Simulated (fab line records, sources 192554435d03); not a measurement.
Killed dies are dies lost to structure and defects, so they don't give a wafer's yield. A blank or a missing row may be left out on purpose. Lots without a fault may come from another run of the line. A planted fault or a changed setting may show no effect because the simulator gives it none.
One fault seen from 3 desks | flow n5_finfet | each desk has only its own numbers; what lay behind them comes last

THE TOOL OWNER'S DESK: ald_sin-03
The tool's own readings at N5_MOL_CONTACT_COAG_ALD_131 (deposits SiO2, target thk 5 nm, pulse time 1 s, co reactant pulse time 1 s): means of the sampled wafers that have a number, for each lot that ran on this tool. A lot is out of limits, marked OUT, if its mean lies more than 4 standard deviations from the usual mean; the brackets give that distance.
Columns: A = heater_power_w at N5_MOL_CONTACT_COAG_ALD_131, usual 83 W; B = precursor_pulse_height_rel at N5_MOL_CONTACT_COAG_ALD_131, usual 0.999
lot  | first seen here | A  | B
L438 | day 6 21:17     | 77 | 1.012
L443 | day 7 23:50     | 80 | 0.988
L453 | day 10 07:16    | 80 | 1.008
This desk's finding: nothing out of limits on any of the 3 lots.

THE METROLOGY DESK
What the gauges read, lot by lot, whatever tool the lot ran on: means of the sampled wafers that have a number. A lot is out of limits, marked OUT, if its mean lies more than 4 standard deviations from the usual mean; the brackets give that distance. Of its 12 readings 7 are shown: those that lie furthest out on some lot.
Columns: A = VG_OVL at N5_MOL_CONTACT_COAG_OVL_MEAS_85, usual -0.3 nm; B = DIBL_N at N5_BEOL_M4_RC_MEAS_101, usual 36.4 mV/V; C = DIBL_P at N5_BEOL_M4_RC_MEAS_101, usual 35.8 mV/V; D = IOFF_N at N5_BEOL_M4_RC_MEAS_101, usual 0.154 nA/um; E = IOFF_P at N5_BEOL_M4_RC_MEAS_101, usual 0.21 nA/um; F = SS_N at N5_BEOL_M4_RC_MEAS_101, usual 71.5 mV/dec; G = SS_P at N5_BEOL_M4_RC_MEAS_101, usual 73.2 mV/dec
lot  | first seen here | A    | B    | C    | D     | E    | F    | G
L433 | day 5 09:00     | -0.6 | 39.1 | 38.2 | 0.184 | 0.26 | 71.6 | 73.7
L438 | day 6 21:02     | -1.0 | 36.3 | 34.4 | 0.147 | 0.18 | 71.3 | 72.9
L443 | day 7 23:30     | 0.9  | 38.3 | 36.7 | 0.182 | 0.23 | 72.2 | 74.0
L452 | day 10 02:32    | -1.6 | 38.0 | 35.7 | 0.153 | 0.23 | 72.0 | 73.7
L453 | day 10 07:00    | -0.3 | 35.6 | 35.5 | 0.141 | 0.23 | 71.3 | 72.9
This desk's finding: nothing out of limits on any of the 5 lots.

THE DEFECT DESK
What the inspections along the route counted, lot by lot: means of the sampled wafers that have a number. A lot is out of limits, marked OUT, if its mean lies more than 4 standard deviations from the usual mean; the brackets give that distance.
Columns: A = raw_defect_count at N5_MOL_CONTACT_COAG_INSPECT_57, usual 184
lot  | first seen here | A
L433 | day 5 09:05     | 240
L438 | day 6 21:07     | 173
L443 | day 7 23:35     | 256
L452 | day 10 02:38    | 198
L453 | day 10 07:05    | 160
This desk's finding: nothing out of limits on any of the 5 lots.

PUT TOGETHER
The tool owner's desk saw nothing out of limits.
The metrology desk saw nothing out of limits.
The defect desk saw nothing out of limits.

WHAT THE SIMULATOR HAD PUT IN
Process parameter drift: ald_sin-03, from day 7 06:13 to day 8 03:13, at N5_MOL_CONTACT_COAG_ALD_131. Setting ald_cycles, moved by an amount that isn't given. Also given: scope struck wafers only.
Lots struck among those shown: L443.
